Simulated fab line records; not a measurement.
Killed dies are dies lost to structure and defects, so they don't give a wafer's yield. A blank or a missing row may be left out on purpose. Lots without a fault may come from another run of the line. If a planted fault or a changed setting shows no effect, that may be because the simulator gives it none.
What tool caused it? -- flow nand-harc -- 39 wafers from 13 lots sampled at 6 of the route's 1159 steps

== WHAT THE GAUGES SHOWED, per wafer ==
NHARC_P_GATE_CD_MEAS_91: target cd 2000 nm. Usual: 2000.4 nm for cd-nm, sd 1.8.
lot,measured,on,cd-nm (nm),flag
L968,day 5 06:10,cd-sem-02,2000.1 1999.7 2000.1,
L969,day 5 14:02,cd-sem-01,1999.7 1997.8 1998.9,
L970,day 5 22:44,cd-sem-03,1997.6 1998.7 2000.7,
L971,day 5 23:31,cd-sem-01,2002.3 1997.7 2000.8,
L973,day 6 12:56,cd-sem-01,1997.6 1999.0 1997.6,
L972,day 6 13:19,cd-sem-02,1999.2 1999.6 2001.0,
L975,day 7 07:21,cd-sem-01,2001.8 1998.8 2001.1,
L974,day 7 07:40,cd-sem-02,2000.0 1998.7 1998.3,
L977,day 7 15:35,cd-sem-03,2002.0 2002.2 2001.9,
L979,day 8 00:09,cd-sem-03,1999.5 2000.8 2000.7,
L978,day 8 03:04,cd-sem-02,1998.2 1999.8 2001.9,
L981,day 8 18:05,cd-sem-01,1999.6 2000.6 2001.6,
L982,day 9 00:50,cd-sem-03,- - -,OFF

NHARC_END_SORT_01. Usual: killed-at-array 27, standard deviation 12; killed-at-other 0.8, standard deviation 1; killed-at-periphery 4.0, standard deviation 2.5; killed-dies 32, standard deviation 11; killed-open 3.3, standard deviation 1.8; killed-short 2.0, standard deviation 1.5.
lot,measured,on,killed-at-array,killed-at-other,killed-at-periphery,killed-dies,killed-open,killed-short,flag
L982,day 22 09:38,prober-02,40 46 32,1 0 0,636 631 645,677 677 677,4 4 1,3 4 4,OFF

== TOOL THAT RAN EACH LOT (tool first, then ch and the chambers of the sampled wafers, then the start) ==
lot,NHARC_P_GATE_STRIP_76,NHARC_P_GATE_EXPOSE_88,NHARC_P_GATE_RTA_82,NHARC_P_CONTACT_DEP_30
L968,"plasma-asher-02 ch 0,1, day 5 05:15","krf-scanner-04 ch 0, day 5 06:00","rtp-anneal-01 ch 0, day 5 10:29","pecvd-01 ch 0,2, day 5 10:46"
L969,"plasma-asher-01 ch 0,1, day 5 13:07","krf-scanner-02 ch 0, day 5 13:52","rtp-anneal-01 ch 0, day 5 16:55","pecvd-02 ch 0,1, day 5 17:10"
L970,"plasma-asher-02 ch 0,1, day 5 21:49","krf-scanner-04 ch 0, day 5 22:35","rtp-anneal-01 ch 0, day 6 01:50","pecvd-01 ch 0,1,2, day 6 02:08"
L971,"plasma-asher-02 ch 0,1, day 5 22:37","krf-scanner-02 ch 0, day 5 23:22","rtp-anneal-02 ch 0, day 6 02:37","pecvd-01 ch 0,1, day 6 02:53"
L973,"plasma-asher-02 ch 0,1, day 6 12:02","krf-scanner-01 ch 0, day 6 12:47","rtp-anneal-01 ch 0, day 6 16:17","pecvd-03 ch 0,1,2, day 6 16:34"
L972,"plasma-asher-01 ch 0,1, day 6 12:22","krf-scanner-02 ch 0, day 6 13:10","rtp-anneal-02 ch 0, day 6 16:28","pecvd-02 ch 0,1,2, day 6 16:55"
L975,"plasma-asher-02 ch 0,1, day 7 06:26","krf-scanner-01 ch 0, day 7 07:12","rtp-anneal-02 ch 0, day 7 10:27","pecvd-01 ch 0,2, day 7 10:44"
L974,"plasma-asher-01 ch 0,1, day 7 06:44","krf-scanner-04 ch 0, day 7 07:30","rtp-anneal-02 ch 0, day 7 11:13","pecvd-01 ch 0,1,2, day 7 11:29"
L977,"plasma-asher-01 ch 0,1, day 7 14:40","krf-scanner-02 ch 0, day 7 15:25","rtp-anneal-02 ch 0, day 7 18:31","pecvd-01 ch 1,2, day 7 18:51"
L979,"plasma-asher-02 ch 0,1, day 7 23:21","krf-scanner-02 ch 0, day 8 00:00","rtp-anneal-01 ch 0, day 8 03:05","pecvd-02 ch 0,1, day 8 03:23"
L978,"plasma-asher-01 ch 0,1, day 8 02:10","krf-scanner-01 ch 0, day 8 02:55","rtp-anneal-02 ch 0, day 8 06:20","pecvd-01 ch 0,1,2, day 8 06:38"
L981,"plasma-asher-01 ch 0,1, day 8 17:16","krf-scanner-02 ch 0, day 8 17:55","rtp-anneal-02 ch 0, day 8 22:17","pecvd-01 ch 0,1,2, day 8 22:35"
L982,"plasma-asher-01 ch 0,1, day 8 23:55","krf-scanner-01 ch 0, day 9 00:41","rtp-anneal-01 ch 0, day 9 03:44",-
- NHARC_P_GATE_STRIP_76: strips in O2.
- NHARC_P_GATE_EXPOSE_88: exposes mask P HVN, target cd 2000 nm.
- NHARC_P_GATE_RTA_82: time 30 s.
- NHARC_P_CONTACT_DEP_30: deposits SiNx, target thk 30 nm.

== AS READ BY THE TOOLS THEMSELVES (means over the sampled wafers that have a number; for cases with no such wafer, the mark the record gives instead) ==
NHARC_P_GATE_STRIP_76. Usual: drypump-motor-current-A 5.57 A, standard deviation 0.19; heater-power-w 333 W, standard deviation 14.
lot,tool,drypump-motor-current-A (A),heater-power-w (W),flag
L968,plasma-asher-02,5.65,341,
L969,plasma-asher-01,5.47,329,
L970,plasma-asher-02,5.64,339,
L971,plasma-asher-02,5.52,331,
L973,plasma-asher-02,5.53,338,
L972,plasma-asher-01,5.62,322,
L975,plasma-asher-02,5.63,346,
L974,plasma-asher-01,5.46,335,
L977,plasma-asher-01,5.48,329,
L979,plasma-asher-02,5.63,344,
L978,plasma-asher-01,5.64,323,
L981,plasma-asher-01,5.63,319,
L982,plasma-asher-01,5.63,321,

NHARC_P_GATE_RTA_82. Usual: lamp-power-pct 3.861 %, standard deviation 0.024; wafer_temp_C_max 452.2, standard deviation 0.55.
lot,tool,lamp-power-pct (%),wafer_temp_C_max,flag
L968,rtp-anneal-01,3.838,452.9,
L969,rtp-anneal-01,3.838,452.6,
L970,rtp-anneal-01,3.836,453.2,
L971,rtp-anneal-02,3.887,452.2,
L973,rtp-anneal-01,3.837,452.6,
L972,rtp-anneal-02,3.880,451.9,
L975,rtp-anneal-02,3.883,452.2,
L974,rtp-anneal-02,3.883,452.1,
L977,rtp-anneal-02,3.886,451.9,
L979,rtp-anneal-01,3.834,451.8,
L978,rtp-anneal-02,3.885,451.6,
L981,rtp-anneal-02,3.883,452.1,
L982,rtp-anneal-01,3.840,452.4,

NHARC_P_CONTACT_DEP_30. Usual: 712 W for heater-power-w, sd 120.
lot,tool,heater-power-w (W),flag
L968,pecvd-01,709,
L969,pecvd-02,666,
L970,pecvd-01,759,
L971,pecvd-01,574,
L973,pecvd-03,684,
L972,pecvd-02,704,
L975,pecvd-01,768,
L974,pecvd-01,755,
L977,pecvd-01,815,
L979,pecvd-02,734,
L978,pecvd-01,747,
L981,pecvd-01,717,

== THE ANSWER, worked out from the rows above alone ==
Rule: a lot is off if the mean of its wafers that have a number lies more than 3 standard deviations from the usual mean. Also off: a lot with no number at a reading for which 4 or more lots have one. Where the step has rows for the other lots, those lots are counted as sound. The gauges are gone through in route order, then the tools' own readings, and for those a lot's mean is taken as printed above. At the first step where some lot is off, the reading lying furthest off is the one used; lots without a number count as furthest.
Off: L982, at NHARC_P_GATE_CD_MEAS_91 (cd-nm). Without a number there: L982.
A tool fits if, at a process step before that reading, it ran every lot that is off, and no sound lot after the first of them. The gauges at NHARC_P_GATE_CD_MEAS_91 aren't tried: what is off there is off at NHARC_END_SORT_01 too, on other tools, and a gauge's error can't cause that. This does not decide it: 2 tools fit, namely plasma-asher-01 at NHARC_P_GATE_STRIP_76 and krf-scanner-01 at NHARC_P_GATE_EXPOSE_88.

== WHAT THE SIMULATOR HAD INSERTED ==
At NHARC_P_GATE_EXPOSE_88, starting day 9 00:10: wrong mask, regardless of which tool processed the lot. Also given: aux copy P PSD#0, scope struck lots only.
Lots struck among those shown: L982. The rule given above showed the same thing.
